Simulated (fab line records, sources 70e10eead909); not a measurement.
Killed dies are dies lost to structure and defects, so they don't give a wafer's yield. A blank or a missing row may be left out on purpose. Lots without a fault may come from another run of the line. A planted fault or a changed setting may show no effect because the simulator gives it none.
Chamber matching | flow nand_harc | NHARC_A_STAIRCASE_ETCHBACK_422 on rie_diel-04: 4 sister chambers
The step etches the open film in CH3F/O2, target depth 40 nm, time 74.286 s. 4 wafers are shown with their chamber, then 12 later ones without.

WAFERS WITH THEIR CHAMBER
wafer  | chamber | showerhead_plenum_p_Torr (Torr)
L079.6 | 1       | 2.34
L079.5 | 2       | 2.51
L080.1 | 3       | 2.65
L080.5 | 0       | 2.39

WAFERS WITHOUT THEIR CHAMBER
wafer  | showerhead_plenum_p_Torr (Torr)
L080.2 | 2.50
L080.3 | 2.33
L080.6 | 2.65
L086.2 | 2.33
L086.4 | 2.65
L086.5 | 2.50
L091.1 | 2.38
L091.2 | 2.49
L091.5 | 2.32
L095.2 | 2.64
L095.5 | 2.32
L095.6 | 2.49

WHICH CHAMBER EACH WENT THROUGH
wafer  | from the rows above | in truth
L080.2 | 2                   | 2
L080.3 | 1                   | 1
L080.6 | 3                   | 3
L086.2 | 1                   | 1
L086.4 | 3                   | 3
L086.5 | 2                   | 2
L091.1 | 0                   | 0
L091.2 | 2                   | 2
L091.5 | 1                   | 1
L095.2 | 3                   | 3
L095.5 | 1                   | 1
L095.6 | 2                   | 2
Placed correctly: 12 of 12. Can't be placed from these rows: 0. Placed wrongly: 0.
How it was worked out, from the rows above alone: a wafer's distance from a chamber is the root of the sum, over the readings, of the square of ((its reading less the chamber's mean) divided by the reading's scatter). The wafer belongs to the nearest chamber; if the next one is less than 2 further off, it can't be placed. A chamber's mean is the mean of its shown wafers. The scatter: with one shown wafer a chamber, the root of the mean of the squares of how far each hidden wafer lies from its nearest shown one.
